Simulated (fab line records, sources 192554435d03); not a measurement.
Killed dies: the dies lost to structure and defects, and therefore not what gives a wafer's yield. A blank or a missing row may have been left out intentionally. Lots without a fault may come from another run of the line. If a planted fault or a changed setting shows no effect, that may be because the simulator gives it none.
Comparing a struck lot with a sound one / flow n5Finfet / 37 out of 1938 route steps
Sound: wafers L874.1, L874.2, L874.5. Struck: wafers L883.3, L883.4, L883.6. The cause comes at the end.
Order at every step that has rows: each side's tool, ch and its chambers, its first start. Under that, the readings that differ: sound wafers / struck wafers / difference of the means / sigmas: that difference in standard deviations of wafers without a fault.
alike: same words and numbers on both sides, and readings whose means sit less than 2 such deviations apart. not compared: any withheld reading, any reading some wafer has no value for, any bound like >300 that may hide the same value, and any number with overlapping values for which the record gives no deviation.
The two part at a step that has a row with sigmas, a row that says differs or no value, or rows on one side only. When numbers do not overlap yet have no deviation, they are printed without sigmas and do not part them. Lack of a reading on every wafer of one side parts them only where that side has two or more wafers.

first, 9 steps without rows for these wafers: N5_WELL_APT_COAT_02 (resist thk 950 nm); N5_WELL_APT_EBR_04; N5_WELL_APT_SOFTBAKE_03 (time 60 s); N5_WELL_APT_EXPOSE_05 (exposes mask NWELL, defocus 0 nm, target cd 200 nm); N5_WELL_APT_PEB_06 (peb time 90 s); N5_WELL_APT_DEVELOP_07 (develop time 45 s); N5_WELL_APT_HARDBAKE_12 (time 120 s); N5_WELL_APT_DESCUM_13 (chemistry O2, time 7.9 s); N5_WELL_APT_IMPLANT_14.
N5_WELL_APT_IMPLANT_15:
  sound on implanter-02 ch 0, day 3 20:04; struck on implanter-02 ch 0, day 6 03:22
reading=doseIonsCm2; sound=1.5001e+13 1.4987e+13 1.4995e+13; struck=1.2989e+13 1.2991e+13 1.2992e+13; difference=-2.0037e+12; sigmas=-99 or more
reading=faradayCurrentUA; sound=191 191 192; struck=164 164 168; difference=-26; sigmas=-7
then, 25 steps without rows for these wafers: N5_WELL_APT_STRIP_16 (strips in SPM, time 900 s); N5_WELL_APT_HMDS_18 (time 60 s); N5_WELL_APT_COAT_19 (resist thk 950 nm); N5_WELL_APT_EBR_21; N5_WELL_APT_SOFTBAKE_20 (time 60 s); N5_WELL_APT_EXPOSE_22 (exposes mask PWELL, defocus 0 nm, target cd 200 nm); N5_WELL_APT_PEB_23 (peb time 90 s); N5_WELL_APT_DEVELOP_24 (develop time 45 s); N5_WELL_APT_HARDBAKE_29 (time 120 s); N5_WELL_APT_DESCUM_30 (chemistry O2, time 7.9 s); N5_WELL_APT_IMPLANT_31; N5_WELL_APT_IMPLANT_32; N5_WELL_APT_STRIP_33 (strips in SPM, time 900 s); N5_WELL_APT_RTA_34 (time 10 s); N5_WELL_APT_OXIDE_STRIP_42 (strips SiO2 in dHF, time 45 s, target depth 12 nm); N5_WELL_APT_PRECLEAN_36 (cleans in O3/DIW, time 45 s); N5_WELL_APT_PRECLEAN_39 (cleans in dHF, time 60 s); N5_WELL_APT_SRD_37 (time 30 s); N5_WELL_APT_EPI_41 (deposits Si from SiH4/H2, target thk 50 nm, time 297.7 s); N5_PMOS_HMC_CHANNEL_EPI_HM_DEP_34 (deposits SiO2 from TEOS/O2, target thk 36 nm, time 6.9 s); N5_PMOS_HMC_CHANNEL_EPI_COAT_31 (time 60 s, resist thk 66 nm); N5_PMOS_HMC_CHANNEL_EPI_COAT_03 (resist thk 205 nm); N5_PMOS_HMC_CHANNEL_EPI_EBR_05; N5_PMOS_HMC_CHANNEL_EPI_SOFTBAKE_04 (time 60 s); N5_PMOS_HMC_CHANNEL_EPI_EXPOSE_06 (exposes mask PMOS HMC BLK, target cd 240 nm).
-- record jumps: 8 days separate the struck wafers' starts on either side; left off in module PMOS_HMC_CHANNEL_EPI, taken up again in module BEOL_M4, whose first shown step is the route's number 1111 --
N5_BEOL_M4_RC_MEAS_101:
  sound on prober-01 ch 0, day 10 11:26; struck on prober-01 ch 0, day 14 00:52
reading=CJ_P; sound=5.87 5.71 5.92; struck=5.32 5.55 5.39; difference=-0.41; sigmas=-3
  alike: DIBL_N, DIBL_P, IOFF_N, IOFF_P, ION_N, ION_P, SS_N, SS_P, VT_N, VT_P
N5_PASSIVATION_PROBE_49:
  the record holds rows for the sound wafers here (prober-01, day 15 20:05) but none for the struck ones

WHERE THEY PART
Last at N5_PASSIVATION_PROBE_49 as far as this record goes, first at N5_WELL_APT_IMPLANT_15.

WHY: what had been put in by the simulator
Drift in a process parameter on implanter-02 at N5_WELL_APT_IMPLANT_15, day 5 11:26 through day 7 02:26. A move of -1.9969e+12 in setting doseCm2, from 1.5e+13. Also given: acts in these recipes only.
